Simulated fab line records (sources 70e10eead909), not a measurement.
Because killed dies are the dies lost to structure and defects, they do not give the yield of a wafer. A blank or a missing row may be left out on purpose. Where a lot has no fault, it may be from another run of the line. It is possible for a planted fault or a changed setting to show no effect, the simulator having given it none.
Chamber matching :: flow nandHarc :: 4 sister chambers for NHARC_A_CHANNEL_FILL_D1_ALD_14 on aldHk-01
The step deposits SiO2, target thk 2.5 nm, pulse time 10 s, ald cycles 25. 7 wafers are shown with their chamber, then 8 later ones without.

== WAFERS WITH THEIR CHAMBER ==
wafer: L301.5
chamber: 0
heaterPowerW (W): 483
heaterPowerOuterW (W): 262

wafer: L305.5
chamber: 2
heaterPowerW (W): 438
heaterPowerOuterW (W): 252

wafer: L305.6
chamber: 1
heaterPowerW (W): 498
heaterPowerOuterW (W): 274

wafer: L310.2
chamber: 3
heaterPowerW (W): 421
heaterPowerOuterW (W): 254

wafer: L310.4
chamber: 0
heaterPowerW (W): 484
heaterPowerOuterW (W): 271

wafer: L310.5
chamber: 1
heaterPowerW (W): 493
heaterPowerOuterW (W): 270

wafer: L319.1
chamber: 3
heaterPowerW (W): 416
heaterPowerOuterW (W): 259

== WAFERS WHOSE CHAMBER IS MISSING ==
wafer: L319.2
heaterPowerW (W): 501
heaterPowerOuterW (W): 270

wafer: L319.6
heaterPowerW (W): 491
heaterPowerOuterW (W): 267

wafer: L318.1
heaterPowerW (W): 486
heaterPowerOuterW (W): 266

wafer: L318.3
heaterPowerW (W): 475
heaterPowerOuterW (W): 271

wafer: L318.6
heaterPowerW (W): 479
heaterPowerOuterW (W): 272

wafer: L321.2
heaterPowerW (W): 416
heaterPowerOuterW (W): 262

wafer: L321.3
heaterPowerW (W): 435
heaterPowerOuterW (W): 252

wafer: L321.6
heaterPowerW (W): 448
heaterPowerOuterW (W): 253

== CHAMBER TAKEN BY EACH ==
wafer: L319.2
from the rows above: 1
in truth: 1

wafer: L319.6
from the rows above: can't be placed: 1 or 0
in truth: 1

wafer: L318.1
from the rows above: 0
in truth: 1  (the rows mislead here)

wafer: L318.3
from the rows above: 0
in truth: 0

wafer: L318.6
from the rows above: 0
in truth: 0

wafer: L321.2
from the rows above: 3
in truth: 3

wafer: L321.3
from the rows above: 2
in truth: 2

wafer: L321.6
from the rows above: 2
in truth: 2
Correct placement for 6 of the 8. From these rows, 1 cannot be placed; in 1 the true chamber is one of the candidates. Number placed wrongly: 1.
How it was worked out, from the rows above alone: a wafer's distance from a chamber is the root of the sum, over the readings, of the square of ((its reading less the chamber's mean) divided by the reading's scatter). The wafer belongs to the nearest chamber; if the next one is less than 2 further off, it can't be placed. For every chamber, the mean is computed from those of its wafers that are shown. The scatter is the square root of a quotient: the sum, over the shown wafers, of each reading's squared deviation from its chamber's mean, divided by wafers minus chambers.
